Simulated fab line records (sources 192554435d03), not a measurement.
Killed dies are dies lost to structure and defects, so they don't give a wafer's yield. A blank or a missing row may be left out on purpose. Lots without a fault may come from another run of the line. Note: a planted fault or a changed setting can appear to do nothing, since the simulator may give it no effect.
A lot that was struck, set against a sound lot + flow n5 finfet + 36 out of 1938 route steps
Sound: the wafers L259.3, L259.4, L259.6. Struck: wafer L268.1 (L268.3, L268.6, from the same lot, were not struck and are left out); the cause is given at the end.
Order at every step that has rows: each side's tool, ch and its chambers, its first start. Under that, the readings that differ: sound wafers + struck wafers + difference of the means + sigmas: that difference in standard deviations of wafers without a fault.
alike: same words and numbers on both sides, and readings whose means sit less than 2 such deviations apart. not compared: any withheld reading, any reading some wafer has no value for, any bound like >300 that may hide the same value, and any number with overlapping values for which the record gives no deviation.
A row with sigmas, a row that says differs or no value, or rows on one side alone: a step with any of these is where the two part. Numbers that don't overlap but have no deviation are shown without sigmas and don't part them. A reading missing from all wafers of one side parts the sides only when that side holds two or more wafers.

first, 9 steps without rows for these wafers: N5_SD_EPI_P_COAT_35 (time 60 s, resist thk 35 nm); N5_SD_EPI_P_COAT_03 (resist thk 150 nm); N5_SD_EPI_P_EBR_05; N5_SD_EPI_P_SOFTBAKE_04 (time 60 s); N5_SD_EPI_P_EXPOSE_06 (exposes mask SD P BLK, target cd 240 nm); N5_SD_EPI_P_PEB_07 (peb time 60 s); N5_SD_EPI_P_DEVELOP_08 (develop time 30 s); N5_SD_EPI_P_DESCUM_14 (chemistry O2, time 7.9 s); N5_SD_EPI_P_ETCH_36 (etches SiARC in CF4, target depth 45.5 nm, time 75.8 s).
N5_SD_EPI_P_ETCH_37: etches SOC in N2/H2, overetch 108 nm, time 486 s.
  sound on rie diel-03 ch 1,2,3, day 5 09:49; struck on rie diel-03 ch 3, day 7 04:55
| reading                                     | sound             | struck | difference | sigmas |
|---------------------------------------------|-------------------|--------|------------|--------|
| model.SD_EPI_P.cd nm (nm)                   | 240.8 240.6 240.8 | 234    | -7         |        |
| model.SiARC_of_SD_EPI_P_COAT_35.thk nm (nm) | 19.4 19.4 19.2    | 26.2   | +6.9       |        |
  alike: drypump motor current A, oes product au, rf fwd power W, rf vpp V, showerhead plenum p Torr, throttle valve pct
  not compared: rf hours counter h
then, 1 step without rows for these wafers: N5_SD_EPI_P_STRIP_38 (strips in N2/H2).
N5_SD_EPI_P_ETCHBACK_46: etches SiNx in CH3F/O2, stops on SiO2, target depth 17.5 nm.
  sound on rie diel-03 ch 1,2,3, day 5 10:08; struck on rie diel-03 ch 3, day 7 05:14
| reading               | sound          | struck | difference | sigmas |
|-----------------------|----------------|--------|------------|--------|
| oes product au (a.u.) | 0.82 0.61 0.76 | 0.35   | -0.38      | -5     |
  alike: drypump motor current A, oes_f_703_au, rf fwd power W, rf vpp V, showerhead plenum p Torr, throttle valve pct
  not compared: rf hours counter h
then, 1 step without rows for these wafers: N5_SD_EPI_P_ETCH_47 (etches SiOCN in CH3F/O2, target depth 25 nm).
N5_SD_EPI_P_ETCH_16: etches SiO2 in CHF3/O2, target depth 5 nm.
  sound on rie diel-03 ch 1,2,3, day 5 10:20; struck on rie diel-03 ch 3, day 7 05:26
| reading                                     | sound        | struck | difference | sigmas |
|---------------------------------------------|--------------|--------|------------|--------|
| model.SiARC_of_SD_EPI_P_COAT_35.thk nm (nm) | 11.2 11.4 11 | 18     | +7         |        |
  alike: drypump motor current A, oes_f_703_au, oes product au, rf fwd power W, rf vpp V, showerhead plenum p Torr, throttle valve pct
  not compared: rf hours counter h
then, 1 step without rows for these wafers: N5_SD_EPI_P_STRIP_50 (strips in CHF3/O2).
N5_SD_EPI_P_SD_RECESS_17: chemistry HBr/Cl2/O2, target depth 39.1 nm, bt time 3 s.
  sound on rie si-03 ch 1,2, day 5 10:25; struck on rie si-05 ch 3, day 7 05:31
| reading                   | sound             | struck | difference | sigmas |
|---------------------------|-------------------|--------|------------|--------|
| throttle valve pct (%)    | 36.4 37.5 36.4    | 37.6   | +0.8       | +2     |
| model.SD_EPI_P.cd nm (nm) | 240.6 240.4 240.6 | 234    | -7         |        |
  alike: drypump motor current A, mfc cl2 sccm, oes product au, rf fwd power W
  not compared: rf hours counter h
then, 18 steps without rows for these wafers: N5_SD_EPI_P_WET_ETCH_45 (etches SiO2 in dHF, time 10.7 s, target depth 2 nm, rinse time 30 s); N5_SD_EPI_P_STRIP_40 (strips in N2/H2); N5_SD_EPI_P_PRECLEAN_52 (cleans in O3/DIW, time 60 s); N5_SD_EPI_P_SRD_20 (time 30 s); N5_SD_EPI_P_PRECLEAN_51 (cleans in NF3:NH3, afs cycles 1, time 20 s, sublimation time 60 s); N5_SD_EPI_P_VAPOR_ETCH_44 (etches SiGe30 in NF3/Ar, time 3.3 s); N5_SD_EPI_P_EPI_21 (deposits SiGe:B, time 355 s); N5_SD_EPI_P_HM_STRIP_48 (strips SiNx in H3PO4, material SiNx, target depth 3 nm); N5_SD_EPI_P_SRD_49 (time 30 s); N5_SD_EPI_P_PRECLEAN_24 (cleans in O3/DIW, time 45 s); N5_SD_EPI_P_PRECLEAN_32 (cleans in dHF, time 10 s); N5_SD_EPI_P_PRECLEAN_33 (cleans in SC2, time 45 s); N5_SD_EPI_P_SRD_25 (time 30 s); N5_SD_ACTIVATION_RTA_00 (time 0 s); N5_SD_ACTIVATION_LSA_01 (time 0.0008 s); N5_ILD0_LINER_00 (material SiNx, target thk 4 nm, pulse time 1 s, purge time 2 s); N5_ILD0_FCVD_FILL_01 (material SiO2 flowable, target thk 200 nm, time 328.3 s); N5_ILD0_CURE_02 (time 1800 s).
N5_BEOL_M4_RC_MEAS_101:
  the record has rows for the sound wafers here (prober-02 ch 0, day 12 02:12) and none for the struck ones
-- the record jumps here: 12 days lie between the struck wafers' starts before and after (it left off in module BEOL_M4 and takes up again in module PASSIVATION, whose first step shown is number 1936 of the route) --
N5_PASSIVATION_PROBE_49:
  sound: prober-02 at day 16 09:37; struck: prober-01 at day 19 17:07
| reading                  | sound          | struck | difference | sigmas |
|--------------------------|----------------|--------|------------|--------|
| defect limited yield (%) | 91.4 93.0 89.7 | 0      | -91        | -65    |
| killed at front end      | 26 28 28       | 1104   | +1077      | +98    |
| killed dies              | 101 83 122     | 1180   | +1078      | +63    |
| killed on rim            | 16 7 19        | 152    | +138       | +35    |
| sort_bin_5_function (%)  | 4.3 4.3 6.8    | 96.4   | +91.3      | +91    |
| sort n pass              | 1079 1097 1058 | 0      | -1078      | -57    |
| sort yield pct (%)       | 91.4 93.0 89.7 | 0      | -91        | -57    |
  alike: killed_at_M0_to_M3, killed_at_M4_up, killed at contacts, killed at other, killed open, killed short, sort_bin_4_leakage, sort_bin_6_memory

== WHERE THEY PART ==
Earliest at N5_SD_EPI_P_ETCHBACK_46; latest, in this record, at N5_PASSIVATION_PROBE_49.

WHY: what the simulator had put in
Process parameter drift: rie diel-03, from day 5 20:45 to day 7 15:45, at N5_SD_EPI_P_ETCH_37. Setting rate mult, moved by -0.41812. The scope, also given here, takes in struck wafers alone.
